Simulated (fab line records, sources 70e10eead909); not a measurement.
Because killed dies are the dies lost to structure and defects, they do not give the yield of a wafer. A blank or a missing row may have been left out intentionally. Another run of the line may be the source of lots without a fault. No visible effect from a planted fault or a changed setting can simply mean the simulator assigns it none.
A struck lot beside a sound one || flow nand-harc || 14 steps out of a route of 1302
Sound: wafers L333.1, L333.2, L333.5. Struck: wafer L340.2. (L340.5 of the same lot was not struck and is left out.) The cause comes at the end.
At each step with rows: each side's tool, then ch and its chambers, then its first start. Under that, the readings that differ: sound wafers || struck wafers || difference of the means || sigmas: that difference in standard deviations of wafers without a fault.
alike: words and numbers the same on both sides, and readings whose means are apart by under 2 such deviations; not compared: readings that were withheld, readings missing a value for some wafer, numbers with overlapping values and no deviation given by the record, and bounds like >300 which may hide the same value.
A row with sigmas, a row that says differs or no value, or rows on one side alone: a step with any of these is where the two part. Numbers that don't overlap but have no deviation are shown without sigmas and don't part them. Lack of a reading on every wafer of one side parts them only where that side has two or more wafers.

NHARC_A_DECK1_JOINT_ETCHBACK_00: etches the open film in HBr, target depth 30 nm, time 17.4 s.
  sound on rie-si-05 ch 0,1,3, day 17 07:04; struck on rie-si-02 ch 1, day 19 21:46
  alike: chamber-pressure-mTorr, drypump-motor-current-A, oes-product-au, throttle-valve-pct
  not compared: rf-hours-counter-h
then, 8 steps without rows for these wafers: NHARC_A_DECK1_JOINT_PRECLEAN_30 (cleans in SC1); NHARC_A_DECK1_JOINT_SRD_31; NHARC_A_DECK1_JOINT_CVD_34 (deposits SiNx, target thk 20 nm); NHARC_A_DECK1_JOINT_DEP_06 (deposits SiOx, target thk 80 nm); NHARC_A_DECK1_JOINT_CURE_26 (time 32 s); NHARC_A_DECK1_JOINT_ANNEAL_27 (time 3600 s); NHARC_A_DECK1_JOINT_ANNEAL_28 (time 1800 s); NHARC_A_DECK1_JOINT_ANNEAL_29 (time 1800 s).
NHARC_A_DECK1_JOINT_CMP_02: polishes SiOx.
  sound on cmp-02 ch 0,1,2, day 18 07:04; struck on cmp-01 ch 0, day 20 18:35
  alike: motor-current-A, retaining-ring-pressure-frac, slurry-flow-ml-min
next, for these wafers, 1 step has no rows: NHARC_A_DECK1_JOINT_SRD_15.
NHARC_A_DECK1_JOINT_DEP_16: deposits SiO2, target thk 45 nm.
  sound on pecvd-01 ch 0,2, day 18 07:32; struck on pecvd-01 ch 2, day 20 19:07
  alike: heater-power-w, showerhead-vpp-V, throttle-valve-pct
NHARC_A_DECK1_JOINT_THK_MEAS_17: measures by ellipsometry.
  sound on film-metro-01, day 18 07:49; struck on film-metro-01, day 20 19:20
{"reading": "thk-nm (nm)", "sound": "45.0 47.5 45.8", "struck": 28.4, "difference": -17.7, "sigmas": -14}
NHARC_A_DECK1_JOINT_INSPECT_05:
  sound on defect-inspect-02, day 18 07:52; struck on defect-inspect-02, day 20 19:23
  alike: raw-defect-count

== WHERE THEY PART ==
NHARC_A_DECK1_JOINT_THK_MEAS_17 only, going by this record. Later steps at which nothing parts them and some readings are alike: NHARC_A_DECK1_JOINT_INSPECT_05.

WHY: whatever the simulator had introduced
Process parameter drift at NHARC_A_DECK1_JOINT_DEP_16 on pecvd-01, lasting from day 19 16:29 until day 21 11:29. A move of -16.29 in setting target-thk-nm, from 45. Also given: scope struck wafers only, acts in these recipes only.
